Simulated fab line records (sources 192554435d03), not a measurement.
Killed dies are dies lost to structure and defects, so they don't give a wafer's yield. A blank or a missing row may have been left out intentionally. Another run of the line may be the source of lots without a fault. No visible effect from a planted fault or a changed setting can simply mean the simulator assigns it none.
fab line records	flow n5-finfet
[record] lots = 24	wafers = 72	last-day = 19
route steps=1938 shown BEOL_M10@1506 BEOL_M11@1549 BEOL_M12@1613
lots untouched by any fault: they come from a run of this same line in which no faults occurred
start-h: hours from the record's first day to the start of the lot's first wafer shown	wait-h: hours since the lot's step before	" the same as in the row above	L1.1+2: several wafers, shown together as one row	- no value, or no start was given	* or withheld: withheld	< > ~ a bound
route shown NAME@n: NAME is a module with steps in the file, n the number in the route of the first one	usual: the fault-free wafers' mean and standard deviation	same: alike in all rows	chamber/n: place in a boat	sites: the reading at each site	_std_site: standard deviation across them	_edge_site: inner sites' mean taken away from outer sites' mean	radius-mm: for every site, how far away it sits from the centre of the wafer	mask NAME#n: copy n	behind: the most recent tool/chamber to have shaped the wafer	hold: reason for holding the lot/hours on hold/outcome of the hold	device: the transistor (n, p or np) that didn't switch	end of line: tests of these same wafers at the route's end	a step with no rows: only its recipe	killed: dies lost to structure and defects at the first sort, not the wafer's yield	map: a wafer's dies, marking killed ones x, the rest . and places with no die _
set.NAME: the run value of the setting; set.NAME@STEP: its run value at that earlier step	model.NAME: the simulator's own value behind a step, which no gauge read
the route's steps for a sample of lots (tables are steps, rows are wafers)
services: when a tool's chamber went out of use (start-h, in hours from the record's first day, below 0 if earlier), for how many hours, and the reason
[[steps]]
[step N5_BEOL_M10_ETCH_65]
[recipe] chemistry = CF4	target = SiARC	target-depth-a = 390	mask-material = CAR-ArF	time-s = 65	ion-energy-ev = 80	pressure-mtorr = 40	source-w = 545	bias-w = 36	Ar_flow_sccm = 100	cf4-flow-sccm = 100	ends = cleared
[usual] drypump-motor-current-A = 5.6/0.3	etch-rf-on-time-s = 65.0/1.8	oes-product-au = 0.68/0.074	rf-vpp-V = 184.2/1	showerhead-plenum-p-Torr = 2.16/0.051	throttle-valve-pct = 15.65/0.24
lot.wafer	tool	chamber	start-h	wait-h	drypump-motor-current-A	etch-rf-on-time-s	oes-product-au	rf-hours-counter-h	rf-vpp-V	showerhead-plenum-p-Torr	throttle-valve-pct
L074.1	rie-diel-06	0	216.58	0.0	5.9	62.9	0.71	87	182.6	2.08	15.42
L074.4	"	2	"	"	5.5	63.2	0.70	91	184.7	2.16	15.60
L074.6	"	3	"	"	5.1	63.5	0.61	-	184.5	2.23	16.10
L075.2	rie-diel-06	1	222.29	0.0	5.6	64.1	0.60	242	184.3	2.18	16.03
L075.4	"	2	"	"	5.5	63.2	0.70	93	185.5	2.16	15.62
L075.5	"	3	"	"	5.1	64.3	0.60	-	184.3	2.23	16.11
L077.1	rie-diel-03	2	231.03	0.0	6.3	68.7	0.59	223	183.0	2.11	15.74
L077.2	"	1	"	"	5.8	66.2	0.64	136	182.4	2.16	15.60
L077.4	"	3	"	"	5.2	65.8	0.61	182	183.7	2.14	15.73
L078.1	rie-diel-03	2	232.82	0.0	6.3	68.2	0.59	223	183.3	2.11	15.75
L078.2	"	1	"	"	5.8	65.9	0.64	137	184.4	2.16	15.59
L078.4	"	0	"	"	5.2	65.5	0.78	12	184.4	2.19	15.59
L079.1	rie-diel-03	2	240.60	0.0	6.3	68.8	0.58	227	182.2	2.11	15.75
L079.4	"	0	"	"	5.3	66.4	0.75	14	184.4	2.19	15.61
L079.6	"	0	"	"	5.3	66.6	0.76	-	184.9	2.19	15.60
L080.2	rie-diel-03	3	247.25	0.0	5.1	65.8	0.61	189	182.8	2.14	15.73
L080.3	"	0	"	"	5.3	67.0	0.75	18	184.7	2.19	15.60
L080.4	"	1	"	"	5.8	66.6	0.63	144	182.3	2.15	15.61
L082.3	rie-diel-06	0	264.13	0.0	5.9	63.4	0.70	97	184.4	2.08	15.45
L082.4	"	2	"	"	5.5	64.1	0.68	101	184.7	2.15	15.63
L082.6	"	2	"	"	5.5	63.2	0.70	-	183.4	2.15	15.62
L081.3	rie-diel-01	2	264.54	0.0	5.7	65.5	0.81	1	184.2	2.20	15.53
L081.4	"	0	"	"	5.8	63.2	0.70	92	183.9	2.24	15.27
L081.6	"	3	"	"	5.5	66.3	0.71	-	182.7	2.09	15.33
L083.2	rie-diel-01	3	284.80	0.0	5.5	67.5	0.69	84	183.2	2.09	15.36
L083.5	"	0	"	"	5.7	64.9	0.68	-	185.1	2.24	15.27
L083.6	"	3	"	"	5.5	67.2	0.70	-	184.2	2.09	15.36
L084.1	rie-diel-06	0	292.33	0.0	5.9	63.1	0.70	107	183.0	2.07	15.48
L084.3	"	3	"	"	5.1	64.3	0.59	212	184.9	2.22	16.14
L084.5	"	0	"	"	5.9	63.0	0.69	-	184.1	2.07	15.47
L086.1	rie-diel-01	2	296.27	0.0	5.7	65.0	0.78	13	185.0	2.19	15.57
L086.2	"	0	"	"	5.8	64.0	0.69	104	185.0	2.24	15.26
L086.3	"	1	"	"	5.5	64.0	0.63	222	184.3	2.21	15.92
L085.2	rie-diel-03	0	298.12	0.0	5.3	66.6	0.73	33	184.4	2.18	15.65
L085.4	"	2	"	"	6.2	68.9	0.57	245	184.4	2.10	15.78
L085.6	"	2	"	"	6.3	68.7	0.57	-	184.1	2.10	15.78
L087.1	rie-diel-01	2	302.18	0.0	5.7	65.9	0.77	16	183.7	2.19	15.54
L087.2	"	0	"	"	5.7	64.2	0.68	107	184.9	2.23	15.28
L087.5	"	1	"	"	5.5	64.1	0.63	-	185.0	2.21	15.92
L089.1	rie-diel-06	0	309.16	0.0	5.9	63.3	0.69	111	182.8	2.07	15.47
L089.4	"	1	"	"	5.6	61.4	0.83	9	184.8	2.18	15.58
L089.6	"	1	"	"	5.6	61.7	0.82	-	185.4	2.18	15.57
L088.1	rie-diel-01	3	313.29	0.0	5.5	67.5	0.69	93	183.0	2.08	15.35
L088.4	"	2	"	"	5.7	66.1	0.76	20	184.5	2.19	15.56
L088.5	"	3	"	"	5.5	67.7	0.68	-	183.0	2.08	15.36
L090.1	rie-diel-06	2	313.89	0.0	5.5	64.1	0.67	119	183.4	2.15	15.65
L090.5	"	1	"	"	5.6	62.7	0.81	-	184.9	2.18	15.58
L090.6	"	2	"	"	5.5	64.2	0.68	-	184.0	2.15	15.67
L091.1	rie-diel-06	1	327.64	0.0	5.6	61.5	0.81	15	184.9	2.18	15.59
L091.2	"	3	"	"	5.1	64.9	0.59	223	186.1	2.22	16.17
L091.4	"	0	"	"	5.9	63.8	0.69	117	182.9	2.07	15.50
L092.2	rie-diel-01	2	331.56	0.0	5.7	66.6	0.74	26	184.8	2.19	15.58
L092.4	"	3	"	"	5.5	67.6	0.68	99	182.3	2.08	15.38
L092.5	"	2	"	"	5.7	66.2	0.75	-	185.4	2.19	15.57
L093.2	rie-diel-06	1	331.76	0.0	5.7	62.3	0.79	17	184.6	2.17	15.59
L093.4	"	0	"	"	5.9	64.1	0.68	119	183.2	2.07	15.49
L093.6	"	0	"	"	5.9	63.4	0.69	-	182.4	2.07	15.48
L094.4	rie-diel-03	2	359.27	0.0	6.3	66.0	0.80	-	184.9	2.10	15.35
L094.5	"	0	"	"	5.3	66.4	0.70	-	184.6	2.17	15.69
L094.6	"	3	"	"	5.2	66.6	0.58	-	183.8	2.12	15.82
L076.2	rie-diel-06	3	362.74	0.0	5.1	64.4	0.58	237	183.6	2.21	16.19
L076.3	"	2	"	"	5.5	64.2	0.65	137	184.6	2.14	15.68
L076.5	"	2	"	"	5.5	64.0	0.66	-	183.8	2.14	15.70
L095.1	rie-diel-06	3	366.69	0.0	5.1	64.8	0.59	239	184.6	2.21	16.20
L095.3	"	0	"	"	5.9	64.5	0.66	131	182.7	2.06	15.52
L095.6	"	2	"	"	5.5	64.7	0.65	-	183.8	2.14	15.72
L097.1	rie-diel-03	1	379.61	0.0	5.8	67.2	0.60	189	183.5	2.14	15.70
L097.3	"	2	"	"	6.3	67.2	0.78	16	185.4	2.09	15.37
L097.6	"	2	"	"	6.3	67.9	0.79	-	184.7	2.09	15.37
L096.1	rie-diel-01	0	400.92	0.0	5.7	64.4	0.66	140	184.2	2.22	15.37
L096.3	"	2	"	"	5.7	66.0	0.72	50	184.4	2.18	15.62
L096.4	"	3	"	"	5.5	66.6	0.66	122	183.9	2.08	15.41
[step N5_BEOL_M10_SURFACE_TREAT_76]
[recipe] gas = Ar	time-s = *	ion-energy-ev = *	ion-current-ma-cm2 = 0.5	pressure-mtorr = *	ar-flow-sccm = 30
[usual] ar-flow-sccm = 30.00/0.09	throttle-valve-pct = *
lot.wafer	tool	chamber	start-h	wait-h	ar-flow-sccm	throttle-valve-pct
L074.1	pvd-sputter-03	-	218.28	0.2	29.87	*
L074.4	"	-	"	"	30.01	*
L074.6	"	-	"	"	29.97	*
L075.2	pvd-sputter-01	-	223.83	0.2	29.93	*
L075.4	"	-	"	"	30.05	*
L075.5	"	-	"	"	30.13	*
L077.1	pvd-sputter-03	-	232.80	0.2	29.93	*
L077.2	"	-	"	"	30.02	*
L077.4	"	-	"	"	30.08	*
L078.1	pvd-sputter-03	-	236.30	0.5	29.94	*
L078.2	"	-	"	"	30.01	*
L078.4	"	-	"	"	30.01	*
L079.1	pvd-sputter-03	-	241.95	0.2	30.09	*
L079.4	"	-	"	"	30.04	*
L079.6	"	-	"	"	29.91	*
L080.2	pvd-sputter-02	-	248.77	0.2	30.09	*
L080.3	"	-	"	"	29.91	*
L080.4	"	-	"	"	29.96	*
L082.3	pvd-sputter-03	-	269.57	3.9	29.99	*
L082.4	"	-	"	"	30.04	*
L082.6	"	-	"	"	30.10	*
L081.3	pvd-sputter-02	-	270.19	0.3	30.07	*
L081.4	"	-	"	"	30.08	*
L081.6	"	-	"	"	30.12	*
L083.2	pvd-sputter-01	-	287.04	0.2	30.24	*
L083.5	"	-	"	"	29.96	*
L083.6	"	-	"	"	29.94	*
L084.1	pvd-sputter-03	-	293.99	0.2	29.95	*
L084.3	"	-	"	"	29.95	*
L084.5	"	-	"	"	29.98	*
L086.1	pvd-sputter-01	-	297.83	0.3	30.08	*
L086.2	"	-	"	"	30.09	*
L086.3	"	-	"	"	29.86	*
L085.2	pvd-sputter-02	-	299.80	0.3	29.89	*
L085.4	"	-	"	"	29.92	*
L085.6	"	-	"	"	30.08	*
L087.1	pvd-sputter-01	-	304.05	0.2	29.92	*
L087.2	"	-	"	"	30.11	*
L087.5	"	-	"	"	30.12	*
L089.1	pvd-sputter-01	-	310.93	0.2	30.00	*
L089.4	"	-	"	"	29.96	*
L089.6	"	-	"	"	29.96	*
L088.1	pvd-sputter-01	-	314.72	0.2	30.15	*
L088.4	"	-	"	"	30.06	*
L088.5	"	-	"	"	29.94	*
L090.1	pvd-sputter-03	-	315.86	0.2	29.82	*
L090.5	"	-	"	"	29.96	*
L090.6	"	-	"	"	29.88	*
L091.1	pvd-sputter-02	-	329.12	0.2	30.03	*
L091.2	"	-	"	"	30.00	*
L091.4	"	-	"	"	30.00	*
L092.2	pvd-sputter-02	-	333.08	0.3	30.13	*
L092.4	"	-	"	"	29.88	*
L092.5	"	-	"	"	30.17	*
L093.2	pvd-sputter-02	-	333.72	0.4	30.16	*
L093.4	"	-	"	"	30.13	*
L093.6	"	-	"	"	30.11	*
L094.4	pvd-sputter-01	-	362.99	0.1	30.02	*
L094.5	"	-	"	"	30.04	*
L094.6	"	-	"	"	29.99	*
L076.2	pvd-sputter-03	-	364.49	0.2	30.04	*
L076.3	"	-	"	"	30.09	*
L076.5	"	-	"	"	29.98	*
L095.1	pvd-sputter-03	-	368.57	0.5	30.01	*
L095.3	"	-	"	"	30.00	*
L095.6	"	-	"	"	29.78	*
L097.1	pvd-sputter-01	-	383.27	0.2	30.14	*
L097.3	"	-	"	"	30.06	*
L097.6	"	-	"	"	29.84	*
L096.1	pvd-sputter-01	-	402.71	0.4	29.91	*
L096.3	"	-	"	"	30.07	*
L096.4	"	-	"	"	30.01	*
[step N5_BEOL_M10_INSPECT_58]
[recipe] inspect-instrument = darkfield	mode = post-dep
[usual] raw-defect-count = 74/24
lot.wafer	tool	chamber	start-h	wait-h	raw-defect-count
L074.1	defect-inspect-01	-	220.62	0.0	162
L074.4	"	-	"	"	124
L074.6	"	-	"	"	69
L075.2	defect-inspect-02	-	225.00	0.0	67
L075.4	"	-	"	"	53
L075.5	"	-	"	"	78
L077.1	defect-inspect-01	-	234.56	0.0	80
L077.2	"	-	"	"	90
L077.4	"	-	"	"	136
L078.1	defect-inspect-02	-	237.66	0.0	127
L078.2	"	-	"	"	74
L078.4	"	-	"	"	83
L079.1	defect-inspect-02	-	244.93	0.0	81
L079.4	"	-	"	"	100
L079.6	"	-	"	"	136
L080.2	defect-inspect-01	-	250.24	0.0	85
L080.3	"	-	"	"	94
L080.4	"	-	"	"	92
L082.3	defect-inspect-02	-	270.81	0.0	79
L082.4	"	-	"	"	62
L082.6	"	-	"	"	71
L081.3	defect-inspect-01	-	271.55	0.0	61
L081.4	"	-	"	"	58
L081.6	"	-	"	"	40
L083.2	defect-inspect-01	-	288.35	0.0	78
L083.5	"	-	"	"	72
L083.6	"	-	"	"	74
L084.1	defect-inspect-01	-	295.87	0.0	52
L084.3	"	-	"	"	74
L084.5	"	-	"	"	109
L086.1	defect-inspect-02	-	299.62	0.0	96
L086.2	"	-	"	"	76
L086.3	"	-	"	"	81
L085.2	defect-inspect-02	-	301.11	0.0	109
L085.4	"	-	"	"	78
L085.6	"	-	"	"	69
L087.1	defect-inspect-02	-	305.65	0.0	88
L087.2	"	-	"	"	82
L087.5	"	-	"	"	59
L089.1	defect-inspect-02	-	312.54	0.0	52
L089.4	"	-	"	"	53
L089.6	"	-	"	"	52
L088.1	defect-inspect-02	-	316.24	0.0	55
L088.4	"	-	"	"	74
L088.5	"	-	"	"	68
L090.1	defect-inspect-01	-	317.77	0.0	49
L090.5	"	-	"	"	73
L090.6	"	-	"	"	88
L091.1	defect-inspect-02	-	332.10	0.0	76
L091.2	"	-	"	"	60
L091.4	"	-	"	"	45
L092.2	defect-inspect-02	-	334.63	0.0	112
L092.4	"	-	"	"	87
L092.5	"	-	"	"	113
L093.2	defect-inspect-02	-	335.71	0.0	57
L093.4	"	-	"	"	83
L093.6	"	-	"	"	38
L094.4	defect-inspect-01	-	364.35	0.0	25
L094.5	"	-	"	"	52
L094.6	"	-	"	"	50
L076.2	defect-inspect-01	-	366.48	0.0	76
L076.3	"	-	"	"	86
L076.5	"	-	"	"	54
L095.1	defect-inspect-01	-	370.50	0.0	51
L095.3	"	-	"	"	94
L095.6	"	-	"	"	51
L097.1	defect-inspect-02	-	384.68	0.0	76
L097.3	"	-	"	"	76
L097.6	"	-	"	"	76
L096.1	defect-inspect-02	-	404.41	0.0	47
L096.3	"	-	"	"	39
L096.4	"	-	"	"	47
[step N5_BEOL_M11_CD_MEAS_11]
[recipe] target-cd-nm = 64.1	landing-energy-ev = 500	detector = se-inlens	polarity = opening
[usual] cd-nm = 64.0/0.53
lot.wafer	tool	chamber	start-h	wait-h	cd-nm
L074.1	cd-sem-01	0	223.40	-	63.9
L074.4	"	0	"	"	65.1
L074.6	"	0	"	"	64.6
L075.2	cd-sem-01	0	227.04	-	63.6
L075.4	"	0	"	"	64.4
L075.5	"	0	"	"	64.3
L077.1	cd-sem-01	0	237.23	-	64.0
L077.2	"	0	"	"	64.1
L077.4	"	0	"	"	63.1
L078.1	cd-sem-02	0	240.69	-	64.1
L078.2	"	0	"	"	64.1
L078.4	"	0	"	"	63.8
L079.1	cd-sem-03	0	248.17	-	64.3
L079.4	"	0	"	"	64.6
L079.6	"	0	"	"	63.6
L080.2	cd-sem-02	0	251.89	-	63.8
L080.3	"	0	"	"	64.1
L080.4	"	0	"	"	64.7
L082.3	cd-sem-01	0	274.23	-	64.7
L082.4	"	0	"	"	63.9
L082.6	"	0	"	"	64.5
L081.3	cd-sem-02	0	274.31	-	62.9
L081.4	"	0	"	"	64.0
L081.6	"	0	"	"	64.1
L083.2	cd-sem-01	0	292.01	-	64.3
L083.5	"	0	"	"	64.9
L083.6	"	0	"	"	64.1
L084.1	cd-sem-02	0	297.24	-	64.4
L084.3	"	0	"	"	64.3
L084.5	"	0	"	"	64.4
L086.1	cd-sem-01	0	300.84	-	63.4
L086.2	"	0	"	"	63.4
L086.3	"	0	"	"	63.5
L085.2	cd-sem-02	0	303.20	-	64.8
L085.4	"	0	"	"	65.2
L085.6	"	0	"	"	65.2
L087.1	cd-sem-02	0	307.90	-	63.4
L087.2	"	0	"	"	65.1
L087.5	"	0	"	"	64.5
L089.1	cd-sem-01	0	314.27	-	65.2
L089.4	"	0	"	"	64.1
L089.6	"	0	"	"	64.8
L088.1	cd-sem-02	0	318.07	-	64.6
L088.4	"	0	"	"	63.6
L088.5	"	0	"	"	64.5
L090.1	cd-sem-02	0	319.62	-	64.3
L090.5	"	0	"	"	64.4
L090.6	"	0	"	"	64.5
L091.1	cd-sem-03	0	335.10	-	63.5
L091.2	"	0	"	"	64.5
L091.4	"	0	"	"	63.7
L092.2	cd-sem-03	0	338.41	-	63.6
L092.4	"	0	"	"	63.4
L092.5	"	0	"	"	63.4
L093.2	cd-sem-02	0	338.57	-	64.4
L093.4	"	0	"	"	63.6
L093.6	"	0	"	"	64.1
L094.4	cd-sem-02	0	367.03	-	64.0
L094.5	"	0	"	"	64.2
L094.6	"	0	"	"	63.4
L076.2	cd-sem-02	0	367.96	-	63.5
L076.3	"	0	"	"	63.6
L076.5	"	0	"	"	64.3
L095.1	cd-sem-03	0	374.03	-	64.0
L095.3	"	0	"	"	63.9
L095.6	"	0	"	"	64.9
L097.1	cd-sem-03	0	387.93	-	64.0
L097.3	"	0	"	"	63.9
L097.6	"	0	"	"	64.3
L096.1	cd-sem-02	0	406.58	-	63.5
L096.3	"	0	"	"	64.2
L096.4	"	0	"	"	64.1
[step N5_BEOL_M11_VIA_ETCH_34]
[recipe] chemistry = C4F6/O2	target = SiCOH_lowk	target-depth-a = 1845	mask-material = SOC	taper-deg = 4	time-s = 69.2	ion-energy-ev = 250	pressure-mtorr = 30	source-w = 345	bias-w = 185	Ar_flow_sccm = 300	C4F6_flow_sccm = 10	O2_flow_sccm = 10
[usual] drypump-motor-current-A = 5.6/0.36	oes-product-au = 0.79/0.077	rf-vpp-V = 671/16	showerhead-plenum-p-Torr = 2.89/0.094	throttle-valve-pct = 21.07/0.15
lot.wafer	tool	chamber	start-h	wait-h	drypump-motor-current-A	oes-product-au	rf-hours-counter-h	rf-vpp-V	showerhead-plenum-p-Torr	throttle-valve-pct
L074.1	rie-diel-04	2	225.17	0.0	5.0	0.90	22	683	2.92	21.11
L074.4	"	2	"	"	4.9	0.91	-	683	2.92	21.10
L074.6	"	3	"	"	5.4	0.67	-	676	2.79	21.16
L075.2	rie-diel-02	2	231.48	0.0	5.7	0.74	168	697	2.96	20.97
L075.4	"	0	"	"	5.6	0.77	-	659	2.88	21.15
L075.5	"	2	"	"	5.7	0.73	-	694	2.96	20.97
L077.1	rie-diel-05	1	240.30	0.0	6.2	0.80	101	671	2.86	20.99
L077.2	"	2	"	"	5.7	0.73	174	634	2.70	21.00
L077.4	"	3	"	"	5.4	0.74	194	667	2.75	21.05
L078.1	rie-diel-05	1	243.97	0.0	6.2	0.80	103	672	2.86	20.99
L078.2	"	0	"	"	4.9	0.94	12	682	2.92	21.23
L078.4	"	2	"	"	5.7	0.73	175	635	2.70	21.01
L079.1	rie-diel-02	2	251.18	0.0	5.7	0.75	174	695	2.95	20.97
L079.4	"	3	"	"	5.8	0.89	33	657	3.04	20.97
L079.6	"	2	"	"	5.7	0.75	-	696	2.95	20.98
L080.2	rie-diel-02	1	263.85	0.0	6.0	0.86	67	666	2.89	21.32
L080.3	"	2	"	"	5.7	0.73	177	696	2.95	20.96
L080.4	"	3	"	"	5.7	0.89	36	657	3.04	20.93
L082.3	rie-diel-02	2	276.76	0.0	5.7	0.73	181	697	2.95	20.96
L082.4	"	1	"	"	6.1	0.85	70	667	2.89	21.33
L082.6	"	3	"	"	5.7	0.88	-	656	3.04	20.96
L081.3	rie-diel-02	0	277.22	0.0	5.6	0.76	132	660	2.88	21.17
L081.4	"	3	"	"	5.7	0.88	40	657	3.04	20.94
L081.6	"	3	"	"	5.7	0.88	-	656	3.04	20.94
L083.2	rie-diel-04	1	293.50	0.0	5.0	0.72	172	679	2.95	21.00
L083.5	"	1	"	"	5.0	0.70	-	679	2.95	21.01
L083.6	"	0	"	"	5.5	0.70	-	686	2.94	20.79
L084.1	rie-diel-05	3	298.64	0.0	5.4	0.72	207	668	2.74	21.07
L084.3	"	0	"	"	4.9	0.90	26	682	2.92	21.26
L084.5	"	2	"	"	5.7	0.72	-	635	2.69	21.05
L086.1	rie-diel-02	1	302.35	0.0	6.1	0.85	78	667	2.89	21.35
L086.2	"	2	"	"	5.8	0.73	189	695	2.95	21.00
L086.3	"	0	"	"	5.5	0.75	139	658	2.87	21.17
L085.2	rie-diel-02	2	306.63	0.0	5.7	0.72	190	695	2.95	20.98
L085.4	"	1	"	"	6.0	0.84	80	668	2.89	21.34
L085.6	"	2	"	"	5.7	0.72	-	696	2.95	20.99
L087.1	rie-diel-02	3	310.57	0.0	5.7	0.87	46	656	3.04	20.97
L087.2	"	2	"	"	5.7	0.72	191	694	2.95	20.98
L087.5	"	0	"	"	5.5	0.75	-	660	2.87	21.17
L089.1	rie-diel-05	1	316.21	0.0	6.2	0.77	124	671	2.85	21.01
L089.4	"	2	"	"	5.7	0.71	197	633	2.69	21.04
L089.6	"	1	"	"	6.1	0.77	-	673	2.85	21.02
L088.1	rie-diel-02	2	319.74	0.0	5.7	0.73	195	696	2.94	21.01
L088.4	"	1	"	"	6.1	0.84	84	666	2.89	21.34
L088.5	"	2	"	"	5.7	0.74	-	696	2.94	21.01
L090.1	rie-diel-04	1	324.55	0.0	5.0	0.72	181	681	2.95	21.02
L090.5	"	3	"	"	5.4	0.92	-	675	2.78	20.87
L090.6	"	2	"	"	5.0	0.86	-	683	2.91	21.16
L091.1	rie-diel-05	2	337.76	0.0	5.7	0.70	203	634	2.68	21.06
L091.2	"	1	"	"	6.2	0.76	130	669	2.85	21.02
L091.4	"	0	"	"	5.0	0.87	37	682	2.91	21.26
L092.2	rie-diel-04	0	340.39	0.0	5.5	0.70	241	687	2.93	20.84
L092.4	"	0	"	"	5.4	0.70	-	687	2.93	20.82
L092.5	"	2	"	"	5.0	0.84	-	682	2.90	21.16
L093.2	rie-diel-02	0	340.63	0.0	5.6	0.74	151	659	2.87	21.18
L093.4	"	1	"	"	6.1	0.83	91	666	2.88	21.34
L093.6	"	1	"	"	6.0	0.83	-	667	2.88	21.35
L094.4	rie-diel-05	2	369.06	0.0	5.6	0.70	212	635	2.68	21.06
L094.5	"	2	"	"	5.7	0.70	-	634	2.68	21.05
L094.6	"	3	"	"	5.4	0.71	-	667	2.73	21.11
L076.2	rie-diel-02	1	369.80	0.0	6.1	0.82	98	666	2.88	21.37
L076.3	"	0	"	"	5.6	0.74	158	660	2.87	21.19
L076.5	"	1	"	"	6.1	0.82	-	666	2.88	21.35
L095.1	rie-diel-05	3	375.63	0.0	5.4	0.70	230	669	2.73	21.10
L095.3	"	2	"	"	5.6	0.71	214	632	2.68	21.08
L095.6	"	2	"	"	5.6	0.71	-	634	2.68	21.07
L097.1	rie-diel-04	1	389.40	0.0	5.0	0.70	201	680	2.94	21.05
L097.3	"	2	"	"	5.0	0.83	72	683	2.90	21.15
L097.6	"	2	"	"	5.0	0.83	-	681	2.90	21.16
L096.1	rie-diel-02	2	408.79	0.0	5.7	0.71	222	696	2.93	21.04
L096.3	"	1	"	"	6.1	0.81	109	667	2.87	21.38
L096.4	"	0	"	"	5.6	0.73	167	660	2.86	21.20
[step N5_BEOL_M12_OVL_MEAS_11]
[recipe] points-per-wafer = 44
[usual] V11_OVL = 0/6.4
lot.wafer	tool	chamber	start-h	wait-h	V11_OVL[nm]
L074.1	overlay-01	0	228.50	0.0	0
L074.4	"	0	"	"	5
L074.6	"	0	"	"	2
L075.2	overlay-01	0	234.87	0.0	6
L075.4	"	0	"	"	6
L075.5	"	0	"	"	-9
L077.1	overlay-02	0	243.64	0.0	-15
L077.2	"	0	"	"	5
L077.4	"	0	"	"	3
L078.1	overlay-01	0	248.38	0.0	7
L078.2	"	0	"	"	-5
L078.4	"	0	"	"	-1
L079.1	overlay-01	0	258.08	0.0	-5
L079.4	"	0	"	"	10
L079.6	"	0	"	"	7
L080.2	overlay-01	0	267.47	0.0	5
L080.3	"	0	"	"	-6
L080.4	"	0	"	"	15
L082.3	overlay-01	0	280.10	0.0	-1
L082.4	"	0	"	"	-7
L082.6	"	0	"	"	-5
L081.3	overlay-01	0	281.10	0.0	-1
L081.4	"	0	"	"	-13
L081.6	"	0	"	"	-5
L083.2	overlay-01	0	298.62	0.0	-6
L083.5	"	0	"	"	4
L083.6	"	0	"	"	0
L084.1	overlay-02	0	302.00	0.0	-10
L084.3	"	0	"	"	-14
L084.5	"	0	"	"	-1
L086.1	overlay-01	0	305.93	0.0	-3
L086.2	"	0	"	"	2
L086.3	"	0	"	"	-4
L085.2	overlay-01	0	310.38	0.0	2
L085.4	"	0	"	"	2
L085.6	"	0	"	"	1
L087.1	overlay-01	0	315.24	0.0	9
L087.2	"	0	"	"	4
L087.5	"	0	"	"	11
L089.1	overlay-01	0	320.48	0.0	14
L089.4	"	0	"	"	-2
L089.6	"	0	"	"	-4
L088.1	overlay-01	0	324.60	0.0	-5
L088.4	"	0	"	"	2
L088.5	"	0	"	"	-1
L090.1	overlay-01	0	329.54	0.0	1
L090.5	"	0	"	"	5
L090.6	"	0	"	"	12
L091.1	overlay-01	0	342.03	0.0	0
L091.2	"	0	"	"	4
L091.4	"	0	"	"	-3
L092.2	overlay-01	0	343.64	0.0	1
L092.4	"	0	"	"	-8
L092.5	"	0	"	"	-1
L093.2	overlay-01	0	344.15	0.0	4
L093.4	"	0	"	"	4
L093.6	"	0	"	"	2
L094.4	overlay-01	0	372.49	0.0	7
L094.5	"	0	"	"	-4
L094.6	"	0	"	"	0
L076.2	overlay-01	0	375.06	0.0	0
L076.3	"	0	"	"	-4
L076.5	"	0	"	"	-1
L095.1	overlay-01	0	380.81	0.0	3
L095.3	"	0	"	"	7
L095.6	"	0	"	"	-7
L097.1	overlay-01	0	394.37	0.0	-8
L097.3	"	0	"	"	-5
L097.6	"	0	"	"	1
L096.1	overlay-02	0	413.05	0.0	-4
L096.3	"	0	"	"	-2
L096.4	"	0	"	"	-7
[[services]]
tool	chamber	start-h	hours	kind
rie-diel-01	0	198.22	3.0	repair
rie-diel-05	1	213.02	4.7	repair
rie-diel-04	1	214.95	6.7	repair
rie-diel-04	1	222.61	13.5	repair
rie-diel-05	1	230.47	5.5	repair
rie-diel-02	1	230.65	2.4	repair
rie-diel-06	-	232.17	14.6	pm
rie-diel-05	3	263.47	13.5	repair
rie-diel-03	2	263.59	3.8	repair
rie-diel-06	1	265.85	-	clean
rie-diel-06	1	265.85	-	consumable-replace:focus-ring
rie-diel-06	1	265.85	16.0	scheduled-down
rie-diel-02	3	294.20	9.6	repair
pvd-sputter-02	-	302.85	7.1	repair
rie-diel-03	0	317.64	4.0	repair
pvd-sputter-01	-	320.59	12.8	repair
rie-diel-04	3	330.35	22.4	repair
rie-diel-01	1	338.06	3.9	repair
rie-diel-03	1	354.52	4.8	repair
rie-diel-03	-	372.66	0.1	repair
rie-diel-02	0	375.55	2.3	repair
rie-diel-05	2	392.86	3.8	repair
rie-diel-06	3	400.20	6.6	repair
pvd-sputter-02	-	406.65	1.3	repair
[[key]]
fault none
